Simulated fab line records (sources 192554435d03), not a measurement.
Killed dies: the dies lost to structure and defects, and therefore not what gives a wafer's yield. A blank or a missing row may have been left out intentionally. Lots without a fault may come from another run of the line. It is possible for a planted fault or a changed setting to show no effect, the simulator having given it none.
Split-lot study + flow n5-finfet + 7 lots, 21 wafers read, on a route of 1938 steps

== SPLIT DETAILS ==
At N5_HKMG_FIN_ETCH_54 (etches SiARC in CF4, target depth 45.5 nm, time 75.8 s), the setting source-w was moved away from the recipe's 545 W on 6 of the 21 wafers read, by -9.4% to +7.7%. This setting was run at the recipe's value on the other wafers.

The reading comes from the split's own step.

== THE READING ==
rf-vpp-V, in V, at N5_HKMG_FIN_ETCH_54 (etches SiARC in CF4, target depth 45.5 nm, time 75.8 s). On this fab line, fault-free wafers typically give 184.0 V with a standard deviation of 1.3 V.

| wafer  | tool, chamber at the split | source-w as run, W | against the recipe | rf-vpp-V, V | against lot-mates on the recipe |
|--------|----------------------------|--------------------|--------------------|-------------|---------------------------------|
| L077.1 | rie-diel-02, 2             | 545                | recipe             | 183.2       | -                               |
| L077.2 | rie-diel-02, 0             | 519.6              | -4.7%              | 185.5       | +2.3                            |
| L077.6 | rie-diel-02, 3             | 519.6              | -4.7%              | 186.9       | +3.7                            |
| L081.2 | rie-diel-03, 2             | 493.6              | -9.4%              | 190.6       | +8.1                            |
| L081.4 | rie-diel-03, 3             | 493.6              | -9.4%              | 189.1       | +6.6                            |
| L081.5 | rie-diel-03, 3             | 545                | recipe             | 182.5       | -                               |
| L083.4 | rie-diel-02, 3             | 545                | recipe             | 183.4       | -                               |
| L083.5 | rie-diel-02, 1             | 545                | recipe             | 184.8       | -                               |
| L083.6 | rie-diel-02, 2             | 545                | recipe             | 183.6       | -                               |
| L084.1 | rie-diel-06, 1             | 545                | recipe             | 184.7       | -                               |
| L084.4 | rie-diel-06, 3             | 545                | recipe             | 185.2       | -                               |
| L084.6 | rie-diel-06, 1             | 545                | recipe             | 184.8       | -                               |
| L088.1 | rie-diel-02, 3             | 545                | recipe             | 183.2       | -                               |
| L088.2 | rie-diel-02, 2             | 545                | recipe             | 183.5       | -                               |
| L088.5 | rie-diel-02, 1             | 545                | recipe             | 183.5       | -                               |
| L090.2 | rie-diel-03, 2             | 586.9              | +7.7%              | 177.7       | -5.4                            |
| L090.3 | rie-diel-03, 3             | 545                | recipe             | 184.0       | -                               |
| L090.6 | rie-diel-03, 3             | 545                | recipe             | 182.1       | -                               |
| L092.1 | rie-diel-03, 3             | 587.1              | +7.7%              | 177.6       | -6.6                            |
| L092.4 | rie-diel-03, 3             | 545                | recipe             | 182.9       | -                               |
| L092.5 | rie-diel-03, 1             | 545                | recipe             | 185.4       | -                               |

FIT RESULTS
A straight line over all 21 wafers: rf-vpp-V changes by -0.688 V for each +1% of source-w; r = -0.95; the points scatter about the line by 0.98 V.
The same after taking each lot's own level away (the mean of its wafers on the recipe; 21 wafers): -0.761 V for each +1%; r = -0.98; scatter 0.71 V.
Per that fit: largest source-w move, reading shift of 7.2 V.
The lots' own levels span 182.50 to 184.90 V, that is 1.8 times the standard deviation above.
So the lot-to-lot level changes the slope little: the two slopes agree.
Check: for one of the wafers moved furthest among these (-9.4%), held out of the fit, the line's prediction against its lot-mates is +6.76 V. It came out at +8.1 V against them.
Tool readings at the split's step, against how far the setting was moved: rf-vpp-V r = -0.95.

== OTHER SPLITS APPLIED TO THESE WAFERS ==
Before the reading, these wafers also passed through other splits. Each is held against what the fit with the lots' levels taken away leaves over:
| other split on the same wafers | wafers away from the commonest value | r with rf-vpp-V (lot level and that fit taken away) |
|--------------------------------|--------------------------------------|-----------------------------------------------------|
| N5_HKMG_FIN_COAT_42 spin-rpm   | 10                                   | -0.29                                               |

== FILE'S OWN FIT ==
rf-vpp-V changes by -0.763 V for each +1% of source-w, r = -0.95.
